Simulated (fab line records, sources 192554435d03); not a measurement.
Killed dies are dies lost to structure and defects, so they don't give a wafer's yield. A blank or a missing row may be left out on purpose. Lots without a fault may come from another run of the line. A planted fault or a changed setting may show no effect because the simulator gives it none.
Which tool did it? | flow n5_finfet | 10 lots, 30 wafers sampled, at 5 steps of a route of 1938

WHAT THE GAUGES READ, wafer by wafer
N5_BEOL_M4_RC_MEAS_101.
lot  | measured     | on        | DIBL_N (mV/V)
L820 | day 8 02:34  | prober-01 | 37.8 37.7 35.5
L821 | day 7 21:03  | prober-01 | 35.2 37.2 34.7
L823 | day 8 20:51  | prober-02 | 37.0 36.8 38.2
L825 | day 9 03:23  | prober-01 | 36.4 33.1 37.8
L827 | day 9 10:03  | prober-02 | 35.2 37.0 37.0
L834 | day 13 09:56 | prober-01 | 33.6 38.5 33.4
L835 | day 13 19:34 | prober-02 | 39.1 36.4 37.4
L840 | day 13 20:59 | prober-01 | 38.4 36.6 37.4
L842 | day 14 00:14 | prober-02 | 36.3 38.9 38.1
L843 | day 14 20:30 | prober-02 | 36.4 34.0 36.9

WHICH TOOL RAN EACH LOT (tool, then ch and the chambers of the sampled wafers, then the start)
lot  | N5_HKMG_FIN_ETCH_55               | N5_HKMG_FIN_CVD_62                      | N5_HKMG_FIN_COAT_06              | N5_HKMG_FIN_ETCH_32
L820 | rie_diel-05 ch 1,3, day 4 00:22   | thermal_cvd_si-02 ch 1,2, day 4 02:01   | litho_track-01 ch 0, day 4 03:16 | rie_diel-06 ch 0,2,3, day 4 03:40
L821 | rie_diel-05 ch 0,2,3, day 4 06:34 | thermal_cvd_si-01 ch 0,1, day 4 08:21   | litho_track-03 ch 0, day 4 09:34 | rie_diel-01 ch 0,3, day 4 10:06
L823 | rie_diel-01 ch 0,1,3, day 4 18:59 | thermal_cvd_si-01 ch 0,1,2, day 4 20:39 | litho_track-03 ch 0, day 4 21:52 | rie_diel-05 ch 1,3, day 4 22:25
L825 | rie_diel-01 ch 1,2, day 5 05:56   | thermal_cvd_si-01 ch 1,2, day 5 07:35   | litho_track-01 ch 0, day 5 08:51 | rie_diel-05 ch 0,1,2, day 5 09:23
L827 | rie_diel-06 ch 0,1, day 5 18:47   | thermal_cvd_si-01 ch 0,1, day 5 20:26   | litho_track-01 ch 0, day 5 21:37 | rie_diel-05 ch 1,2,3, day 5 22:02
L834 | rie_diel-01 ch 0,1,2, day 7 11:38 | thermal_cvd_si-02 ch 0,1,2, day 7 13:17 | litho_track-01 ch 0, day 7 14:28 | rie_diel-01 ch 0,1,2, day 7 15:01
L835 | rie_diel-01 ch 0,1,3, day 7 19:37 | thermal_cvd_si-01 ch 0,1, day 7 21:15   | litho_track-01 ch 0, day 7 22:47 | rie_diel-05 ch 0,2, day 7 23:20
L840 | rie_diel-06 ch 0,1,2, day 9 04:49 | thermal_cvd_si-02 ch 0,2, day 9 06:32   | litho_track-04 ch 0, day 9 07:49 | rie_diel-01 ch 2,3, day 9 09:10
L842 | rie_diel-06 ch 1,2,3, day 9 14:58 | thermal_cvd_si-02 ch 0,1,2, day 9 16:37 | litho_track-04 ch 0, day 9 17:50 | rie_diel-01 ch 0,2,3, day 9 18:16
L843 | rie_diel-06 ch 2,3, day 9 17:27   | thermal_cvd_si-01 ch 0,1,2, day 9 19:11 | litho_track-03 ch 0, day 9 20:20 | rie_diel-06 ch 2,3, day 9 21:11
- N5_HKMG_FIN_ETCH_55: etches SOC in N2/H2, target depth 240 nm, time 300 s.
- N5_HKMG_FIN_CVD_62: deposits a-Si from Si2H6, target thk 3 nm, time 20.8 s.
- N5_HKMG_FIN_COAT_06: resist thk 90 nm.
- N5_HKMG_FIN_ETCH_32: etches SOC in N2/H2, target depth 240 nm, time 300 s.

THE ANSWER, worked out from the rows above alone
Rule: what is usual is taken from the lots themselves. Put in order of their means at a reading, lots are off if they are a third of the lots or fewer, leave a main group of 4 or more, and stand apart from it by a gap of 3 or more times the standard deviation of the main group's means; of several such gaps the widest counts. A main group whose means are all the same, to the digits that the tables above print for the reading, isn't used. A lot without any number at a reading at which 4 lots or more have one is off too. The other lots that the step has rows for count as sound.
No lot is off at any reading shown: from this, nothing can be told.

WHAT THE SIMULATOR HAD PUT IN
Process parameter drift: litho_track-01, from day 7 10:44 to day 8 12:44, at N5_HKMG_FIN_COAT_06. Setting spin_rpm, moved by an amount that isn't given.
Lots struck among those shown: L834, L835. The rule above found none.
